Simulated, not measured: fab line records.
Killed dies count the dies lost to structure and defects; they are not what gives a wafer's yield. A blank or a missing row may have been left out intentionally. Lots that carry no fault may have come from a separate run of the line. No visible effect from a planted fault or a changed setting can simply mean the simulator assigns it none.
A struck lot beside a sound one -- flow nand harc -- 15 out of 1302 route steps
Sound: wafers L829.2, L829.3, L829.6. Struck: wafer L830.3 (L830.1, L830.6, from the same lot, were not struck and are left out); the cause is given at the end.
Per side, at each step with rows, come the tool, then ch with its chambers, and then its first start. Under that, the readings that differ: sound wafers -- struck wafers -- difference of the means -- sigmas: that difference in standard deviations of wafers without a fault.
alike: a reading whose means differ by less than 2 such deviations, as well as words and numbers matching on both sides. not compared: withheld readings; readings where some wafer has no value; bounds like >300 that might hide an equal value; numbers whose values overlap and for which the record gives no deviation.
Wherever a step has rows on one side only, a row that says differs or no value, or a row with sigmas, the two part there. Numbers that don't overlap but have no deviation are shown without sigmas and don't part them. Lack of a reading on every wafer of one side parts them only where that side has two or more wafers.

NHARC_A_ONON_D2_THK_MEAS_14: measures by ellipsometry.
  sound: film metro-01 at day 12 22:43; struck: film metro-01 at day 13 19:53
  alike: thk nm
then, 2 steps without rows for these wafers: NHARC_A_ONON_D2_ANNEAL_15 (time 3600 s); NHARC_A_ONON_D2_DEP_16 (target thk 1000 nm).
NHARC_A_ONON_D2_THK_MEAS_18: measures by ellipsometry.
  sound: film metro-02 at day 13 06:29; struck: film metro-02 at day 14 03:35
reading,sound,struck,difference,sigmas
thk nm (nm),980 981 980,1016,+36,+4
following that, 1 step holds no rows for these wafers, namely NHARC_A_ONON_D2_DEP_19 (target thickness 1000 nm).
NHARC_A_ONON_D2_THK_MEAS_21: measures by ellipsometry.
  sound: film metro-02 at day 13 07:02; struck: film metro-02 at day 14 04:10
  alike: thk nm
following that, 1 step holds no rows for these wafers, namely NHARC_A_ONON_D2_DEP_22 (target thickness 1000 nm).
NHARC_A_ONON_D2_THK_MEAS_24: measures by ellipsometry.
  sound: film metro-01 at day 13 07:37; struck: film metro-01 at day 14 04:44
  alike: thk nm
following that, 1 step holds no rows for these wafers, namely NHARC_A_ONON_D2_DEP_25 (target thickness 1000 nm).
NHARC_A_ONON_D2_THK_MEAS_27: measures by ellipsometry.
  sound: film metro-02 at day 13 08:10; struck: film metro-01 at day 14 05:18
  alike: thk nm
following that, 1 step holds no rows for these wafers, namely NHARC_A_ONON_D2_DEP_28 (target thickness 1000 nm).
NHARC_A_ONON_D2_THK_MEAS_30: measures by ellipsometry.
  sound: film metro-02 at day 13 08:44; struck: film metro-01 at day 14 05:52
  alike: thk nm
NHARC_A_ONON_D2_DEP_33: deposits SiO2, target thk 200 nm.
  sound on pecvd-04 ch 0,1,2, day 13 08:47; struck on pecvd-04 ch 0, day 14 06:11
reading,sound,struck,difference,sigmas
throttle valve pct (%),15.9 16.1 15.7,17.4,+1.5,+4
  alike: heater power w
NHARC_A_ONON_D2_THK_MEAS_34: measures by ellipsometry.
  sound: film metro-02 at day 13 09:12; struck: film metro-01 at day 14 06:36
reading,sound,struck,difference,sigmas
thk nm (nm),199 201 201,317,+117,+35
-- jump in the record: it breaks off in module A_ONON_D2 and resumes in module END (first step shown: number 1302 of the route), and 11 days separate the struck wafers' starts before and after --
NHARC_END_SORT_01:
  the record has rows for the struck wafers here (prober-02 ch 0, day 25 16:36) and none for the sound ones

WHERE THEY PART
Earliest at NHARC_A_ONON_D2_THK_MEAS_18; latest, in this record, at NHARC_END_SORT_01.

WHY: whatever the simulator had introduced
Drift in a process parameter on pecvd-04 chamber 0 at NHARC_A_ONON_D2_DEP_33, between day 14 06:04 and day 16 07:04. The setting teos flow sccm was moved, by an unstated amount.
